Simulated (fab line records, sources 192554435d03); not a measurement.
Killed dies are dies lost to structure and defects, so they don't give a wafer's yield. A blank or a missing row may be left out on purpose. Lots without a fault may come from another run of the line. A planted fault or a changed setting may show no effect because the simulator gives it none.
fab line records | flow n5_finfet
record lots=10 wafers=30 last_day=20
route steps=1938 shown HKMG_FIN@445 BEOL_M4@1111 PASSIVATION@1936
lots that met no fault: from a run of the same line without faults
start_h: hours from the record's first day to the start of the lot's first wafer shown | wait_h: hours since the lot's step before | " the same as in the row above | L1.1+2: a row that stands for several wafers | - no value, or no start given | * or withheld: withheld | < > ~ a bound
route shown NAME@n: a module of which the file shows steps, and the number in the route of the first | usual: mean/standard deviation of fault-free wafers | same: alike in all rows | chamber/n: place in a boat | sites: the reading at each site | _std_site: their standard deviation | _edge_site: outer sites' mean less inner sites' | radius_mm: how far each site lies from the wafer's centre | mask NAME#n: copy n | behind: the tool/chamber that last shaped the wafer | hold: why the lot was held/for how many hours/how that ended | device: the transistor (n, p or np) that didn't switch | end of line: the same wafers' tests at the end of the route | a step without rows: its recipe alone | killed: dies lost to structure and defects at the first sort, not the wafer's yield | map: a wafer's dies, x killed, . not, _ none there
set.NAME: the setting as run; set.NAME@STEP: as run at that earlier step | model.NAME: the simulator's own value behind a step, which no gauge read
steps of the route over a sample of lots; a table a step, a row a wafer
services: from which hour (start_h, from the record's first day; less than 0 if before it) a tool's chamber was out of use, for how many hours, and why
## steps
# step N5_HKMG_FIN_STRIP_89
# recipe chemistry=N2/H2 material=SOC time_s=20 power_w=500 temp_c=40 pressure_mtorr=50 rf_frequency_hz=6e+07 bias_power_w=8 h2_frac=0.5 n2_flow_sccm=300 h2_flow_sccm=300
# usual drypump_motor_current_A=5.8/0.47 oes_product_au=0.74/0.069 rf_vpp_V=54.2/0.82 showerhead_plenum_p_Torr=3.35/0.13 throttle_valve_pct=19.1/0.56
# columns lot.wafer tool chamber start_h wait_h drypump_motor_current_A oes_product_au rf_hours_counter_h rf_vpp_V showerhead_plenum_p_Torr throttle_valve_pct
L434.1 rie_diel-03 2 85.92 0.0 5.6 0.75 141 55.4 3.22 19.0
L434.4 " 0 " " 4.9 0.70 224 53.9 3.32 18.8
L434.5 " 3 " " 6.2 0.70 - 54.8 3.20 18.6
L436.3 rie_diel-03 2 100.52 0.0 5.7 0.75 147 54.6 3.22 19.0
L436.4 " 3 " " 6.1 0.69 - 53.5 3.19 18.6
L436.5 " 1 " " 5.9 0.82 - 53.8 3.51 20.1
L438.3 rie_diel-06 0 108.39 0.0 5.9 0.76 164 55.1 3.49 19.4
L438.4 " 3 " " 6.8 0.72 198 54.8 3.47 19.2
L438.6 " 0 " " 5.9 0.75 - 53.5 3.49 19.4
L439.2 rie_diel-03 2 114.05 0.0 5.7 0.75 154 52.0 3.22 19.0
L439.4 " 3 " " 6.2 0.69 209 53.3 3.19 18.6
L439.6 " 0 " " 4.9 0.69 - 53.7 3.32 18.8
L440.2 rie_diel-03 1 123.13 0.0 5.9 0.81 136 54.6 3.51 20.1
L440.3 " 0 " " 4.9 0.68 234 52.9 3.32 18.8
L440.5 " 3 " " 6.1 0.69 - 53.8 3.19 18.6
L451.1 rie_diel-03 1 184.92 0.0 5.9 0.79 159 54.9 3.49 20.1
L451.3 " 2 " " 5.6 0.73 177 53.5 3.21 19.0
L451.6 " 3 " " 6.1 0.68 - 53.6 3.18 18.6
L452.3 rie_diel-03 1 190.59 0.0 6.0 0.79 161 53.6 3.49 20.1
L452.5 " 0 " " 4.9 0.99 - 55.5 3.31 18.4
L452.6 " 1 " " 6.0 0.78 - 53.5 3.49 20.1
L454.1 rie_diel-02 0 201.83 0.0 6.1 0.94 22 53.6 3.57 18.2
L454.2 " 3 " " 6.4 0.72 187 53.9 3.22 18.8
L454.3 " 2 " " 5.2 0.68 248 55.0 3.28 19.1
L455.1 rie_diel-06 3 207.85 0.0 6.8 0.68 230 55.8 3.45 19.3
L455.2 " 0 " " 5.9 0.72 197 54.1 3.47 19.4
L455.4 " 3 " " 6.8 0.68 - 54.2 3.45 19.2
L456.3 rie_diel-03 0 212.99 0.0 4.9 0.96 9 53.7 3.30 18.5
L456.5 " 1 " " 5.9 0.79 - 54.7 3.49 20.2
L456.6 " 2 " " 5.6 0.71 - 55.0 3.20 19.0
# step N5_HKMG_FIN_STRIP_88
# recipe chemistry=N2/H2 power_w=2500 temp_c=300 h2_frac=0.65 time_s=360 pressure_mtorr=withheld n2_flow_sccm=1750 h2_flow_sccm=3250
# usual drypump_motor_current_A=5.82/0.054 heater_power_w=428/45
# columns lot.wafer tool chamber start_h wait_h drypump_motor_current_A heater_power_w rf_hours_counter_h
L434.1 plasma_asher-02 0 86.12 0.0 5.79 458 86
L434.4 " 1 " " 5.80 384 -
L434.5 " 1 " " 5.80 374 -
L436.3 plasma_asher-02 1 101.03 0.3 5.81 367 -
L436.4 " 0 " " 5.77 462 -
L436.5 " 1 " " 5.81 366 -
L438.3 plasma_asher-02 0 108.76 0.2 5.77 460 -
L438.4 " 1 " " 5.82 375 -
L438.6 " 1 " " 5.81 364 -
L439.2 plasma_asher-02 1 114.24 0.0 5.81 375 94
L439.4 " 1 " " 5.83 375 -
L439.6 " 1 " " 5.81 378 -
L440.2 plasma_asher-02 1 123.32 0.0 5.81 382 96
L440.3 " 1 " " 5.80 372 -
L440.5 " 0 " " 5.74 447 -
L451.1 plasma_asher-02 0 185.12 0.0 5.80 461 109
L451.3 " 0 " " 5.76 460 -
L451.6 " 1 " " 5.81 371 -
L452.3 plasma_asher-01 0 190.90 0.1 5.91 442 -
L452.5 " 0 " " 5.96 428 -
L452.6 " 1 " " 5.81 494 -
L454.1 plasma_asher-02 0 202.02 0.0 5.76 458 112
L454.2 " 1 " " 5.81 371 112
L454.3 " 1 " " 5.80 373 -
L455.1 plasma_asher-02 0 208.04 0.0 5.71 465 114
L455.2 " 1 " " 5.81 375 114
L455.4 " 1 " " 5.81 365 -
L456.3 plasma_asher-02 1 213.30 0.1 5.79 364 -
L456.5 " 0 " " 5.77 456 -
L456.6 " 1 " " 5.81 371 -
# step N5_HKMG_FIN_ALD_72
# recipe material=W target_thk_a=20 temp_c=300 pressure_torr=7.5 ald_precursor_family=WF6 ald_co_reactant=B2H6 pulse_time_s=1 purge_time_s=2 co_reactant_purge_time_s=2 co_reactant_pulse_time_s=3 ald_cycles=7
# usual ald_cycles=7/0 heater_power_w=488/56 precursor_pulse_height_rel=1.001/0.021
# columns lot.wafer tool chamber start_h wait_h ald_cycles heater_power_w precursor_pulse_height_rel
L434.1 cvd_w-02 0 88.25 0.2 7 452 0.959
L434.4 " 0 " " 7 459 1.013
L434.5 " 0 " " 7 463 0.995
L436.3 cvd_w-02 1 102.87 0.2 7 587 1.009
L436.4 " 0 " " 7 463 1.020
L436.5 " 1 " " 7 567 1.015
L438.3 cvd_w-02 0 110.61 0.2 7 455 1.025
L438.4 " 1 " " 8 566 1.010
L438.6 " 0 " " 8 447 0.986
L439.2 cvd_w-02 1 116.17 0.2 8 583 1.015
L439.4 " 1 " " 8 569 1.039
L439.6 " 1 " " 8 557 1.025
L440.2 cvd_w-01 1 125.27 0.2 7 491 1.012
L440.3 " 1 " " 7 484 0.982
L440.5 " 1 " " 7 485 0.989
L451.1 cvd_w-01 1 187.05 0.2 7 478 0.972
L451.3 " 0 " " 7 413 1.011
L451.6 " 0 " " 7 430 0.996
L452.3 cvd_w-01 0 192.74 0.2 7 428 1.024
L452.5 " 0 " " 7 413 0.997
L452.6 " 1 " " 7 493 1.033
L454.1 cvd_w-02 1 203.94 0.2 7 579 0.997
L454.2 " 0 " " 7 451 0.967
L454.3 " 1 " " 7 570 0.982
L455.1 cvd_w-02 1 209.99 0.2 7 582 1.012
L455.2 " 0 " " 7 445 0.992
L455.4 " 1 " " 7 583 1.017
L456.3 cvd_w-02 0 215.20 0.2 7 445 1.015
L456.5 " 1 " " 7 578 1.006
L456.6 " 0 " " 7 460 1.017
# step N5_HKMG_FIN_INSPECT_28
# recipe inspect_instrument=darkfield mode=post_cmp
# usual raw_defect_count=37/17
# columns lot.wafer tool chamber start_h wait_h raw_defect_count
L434.1 defect_inspect-01 - 89.14 0.0 41
L434.4 " - " " 35
L434.5 " - " " 42
L436.3 defect_inspect-01 - 103.76 0.0 27
L436.4 " - " " 29
L436.5 " - " " 34
L438.3 defect_inspect-02 - 111.48 0.0 26
L438.4 " - " " 26
L438.6 " - " " 27
L439.2 defect_inspect-01 - 117.21 0.0 48
L439.4 " - " " 31
L439.6 " - " " 53
L440.2 defect_inspect-01 - 126.22 0.0 36
L440.3 " - " " 26
L440.5 " - " " 33
L451.1 defect_inspect-01 - 187.93 0.0 49
L451.3 " - " " 41
L451.6 " - " " 74
L452.3 defect_inspect-01 - 193.60 0.0 49
L452.5 " - " " 75
L452.6 " - " " 144
L454.1 defect_inspect-01 - 204.82 0.0 18
L454.2 " - " " 34
L454.3 " - " " 16
L455.1 defect_inspect-01 - 210.87 0.0 26
L455.2 " - " " 35
L455.4 " - " " 48
L456.3 defect_inspect-01 - 216.06 0.0 22
L456.5 " - " " 41
L456.6 " - " " 37
# step N5_BEOL_M4_RC_MEAS_101
# usual DIBL_N=36.3/1.6 DIBL_P=36.4/2.1 IOFF_N=0.16/0.032 IOFF_P=0.22/0.044 ION_N=675/12 ION_P=463/8.3 SS_N=71.6/0.64 SS_P=73.3/0.67 VT_N=250/3.3 VT_P=-250/3.7
# columns lot.wafer tool chamber start_h wait_h DIBL_N[mV/V] DIBL_P[mV/V] IOFF_N[nA/um] IOFF_P[nA/um] ION_N[uA/um] ION_P[uA/um] SS_N[mV/dec] SS_P[mV/dec] VT_N[mV] VT_P[mV]
L436.3 prober-02 0 226.43 0.3 38.8 38.2 0.18 0.23 684 466 71.7 73.9 252 -247
L436.4 " 0 " " 35.0 33.1 0.12 0.16 666 455 70.6 73.1 256 -255
L436.5 " 0 " " 36.4 35.1 0.15 0.20 686 464 71.9 73.5 251 -251
L434.1 prober-01 0 227.39 0.0 33.7 33.5 0.13 0.19 671 471 71.2 72.6 252 -249
L434.4 " 0 " " 33.8 33.5 0.12 0.19 659 464 71.0 73.0 254 -249
L434.5 " 0 " " 35.0 35.4 0.15 0.22 664 463 71.5 72.8 250 -251
L439.2 prober-01 0 231.91 0.2 35.5 36.4 0.16 0.22 679 465 71.4 73.5 248 -251
L439.4 " 0 " " 35.7 36.0 0.15 0.21 668 457 71.8 72.9 251 -248
L439.6 " 0 " " 34.7 34.5 0.13 0.18 663 451 71.7 73.5 253 -250
L438.3 prober-02 0 232.50 0.3 36.3 35.5 0.15 0.19 674 463 70.6 73.7 251 -251
L438.4 " 0 " " 35.1 33.6 0.13 0.17 667 462 70.5 73.0 250 -252
L438.6 " 0 " " 37.4 36.4 0.18 0.21 694 471 71.2 72.5 246 -254
L440.2 prober-01 0 252.46 0.2 36.8 38.9 0.19 0.26 690 472 71.3 74.1 249 -248
L440.3 " 0 " " 36.9 38.7 0.19 0.26 682 471 71.8 73.6 249 -248
L440.5 " 0 " " 37.2 40.1 0.20 0.29 697 486 71.9 74.9 247 -245
L452.3 prober-02 0 317.36 0.3 34.3 32.5 0.10 0.13 642 435 70.7 72.8 257 -258
L452.5 " 0 " " 34.8 33.8 0.12 0.14 676 460 71.0 73.8 253 -256
L452.6 " 0 " " 33.7 31.3 0.09 0.12 651 442 70.2 71.9 258 -259
L451.1 prober-02 0 323.48 0.0 34.9 35.0 0.14 0.19 666 465 71.3 72.3 251 -251
L451.3 " 0 " " 37.0 37.8 0.18 0.24 681 469 71.4 73.3 246 -247
L451.6 " 0 " " 37.3 37.6 0.18 0.23 685 467 71.3 73.4 244 -249
L454.1 prober-02 0 350.85 0.0 35.6 35.1 0.12 0.18 648 450 71.4 73.4 255 -253
L454.2 " 0 " " 34.9 34.2 0.12 0.17 672 464 70.7 73.2 254 -251
L454.3 " 0 " " 36.8 35.7 0.14 0.19 667 461 70.9 72.4 252 -253
L455.1 prober-02 0 354.48 0.0 35.4 36.1 0.13 0.16 665 456 71.8 72.6 254 -253
L455.2 " 0 " " 34.7 35.6 0.13 0.16 662 456 71.1 73.2 252 -256
L455.4 " 0 " " 40.7 41.8 0.24 0.26 697 463 73.0 74.2 245 -247
L456.3 prober-01 0 381.41 0.3 35.7 34.9 0.15 0.21 665 459 71.9 72.9 250 -250
L456.5 " 0 " " 37.1 36.6 0.17 0.23 670 462 72.6 73.0 248 -248
L456.6 " 0 " " 35.8 35.0 0.15 0.21 680 463 72.4 72.9 253 -251
# step N5_PASSIVATION_PROBE_49
# usual defect_limited_yield=91.4/1.2 killed_at_M0_to_M3=35/11 killed_at_M4_up=14/6 killed_at_contacts=12/6.7 killed_at_front_end=37/9.7 killed_at_other=3.5/2.5 killed_dies=102/15 killed_open=67/12 killed_short=33/7.3 sort_bin_5_function=5.1/0.81 sort_bin_6_memory=3.2/0.65 sort_bin_8_speed=0.00/0.021 sort_n_pass=1078/15 sort_yield_pct=91.4/1.2
# same gross_dies=1180 killed_at_back_side=0 sort_bin_4_leakage[%]=0
# columns lot.wafer tool chamber start_h wait_h defect_limited_yield[%] killed_at_M0_to_M3 killed_at_M4_up killed_at_contacts killed_at_front_end killed_at_other killed_dies killed_open killed_short sort_bin_5_function[%] sort_bin_6_memory[%] sort_bin_8_speed[%] sort_n_pass sort_yield_pct[%]
L434.4 prober-01 - 356.85 0.2 92.4 30 11 19 25 5 90 58 32 4.3 3.1 0 1090 92.4
# killed by level:class
L434.4 MOL_CONTACT_COAG:geometric_particle:open=15 STI_FIN_REVEAL:geometric_particle:open=8 BEOL_M2:geometric_particle:open=6 FIN_SAQP:geometric_particle:open=5 BEOL_M0_SAQP:geometric_particle:open=5 FIN_SAQP:geometric_particle:short=4 MOL_CONTACT_COAG:geometric_particle:short=4 BEOL_M1:geometric_particle:short=4
## services
# columns tool chamber start_h hours kind
rie_diel-03 2 77.09 4.3 repair
rie_diel-06 - 79.36 2.8 pm
plasma_asher-01 - 99.91 6.3 repair
cvd_w-01 0 113.05 12.3 repair
rie_diel-02 0 115.19 - clean
rie_diel-02 0 115.19 - consumable_replace:focus_ring
rie_diel-02 0 115.19 - consumable_replace:showerhead
rie_diel-02 0 115.19 21.1 scheduled_down
rie_diel-02 0 115.19 21.1 vent_cycle
rie_diel-06 0 119.41 1.3 repair
rie_diel-03 2 127.70 2.8 repair
cvd_w-02 1 134.20 16.0 repair
cvd_w-01 - 140.43 2.8 pm
rie_diel-03 0 163.82 - clean
rie_diel-03 0 163.82 - consumable_replace:focus_ring
rie_diel-03 0 163.82 23.9 scheduled_down
rie_diel-03 0 163.82 23.9 vent_cycle
plasma_asher-01 - 173.04 2.9 repair
plasma_asher-01 - 178.82 0.7 repair
rie_diel-02 2 187.41 4.7 repair
rie_diel-06 2 204.99 5.7 repair
rie_diel-02 0 209.63 4.7 repair
## key
first_sign step=N5_HKMG_FIN_ALD_72 reading=ald_cycles direction=up sigmas=99+ usual=* struck=*
effect none on later readings
met_at N5_HKMG_FIN_ALD_72
struck_lots L438,L439
struck_wafers L438.4,L438.6,L439.2,L439.4,L439.6
not_acting_at N5_HKMG_FIN_STRIP_89,N5_HKMG_FIN_STRIP_88,N5_HKMG_FIN_INSPECT_28
onset_between 102.87 110.61
fault kind=process_parameter_drift tool=cvd_w-02 chamber=- onset_h=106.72 steps=N5_HKMG_FIN_ALD_72 channel=ald_cycles offset=* shape=step end_h=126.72 scope=struck_wafers_only stated=*
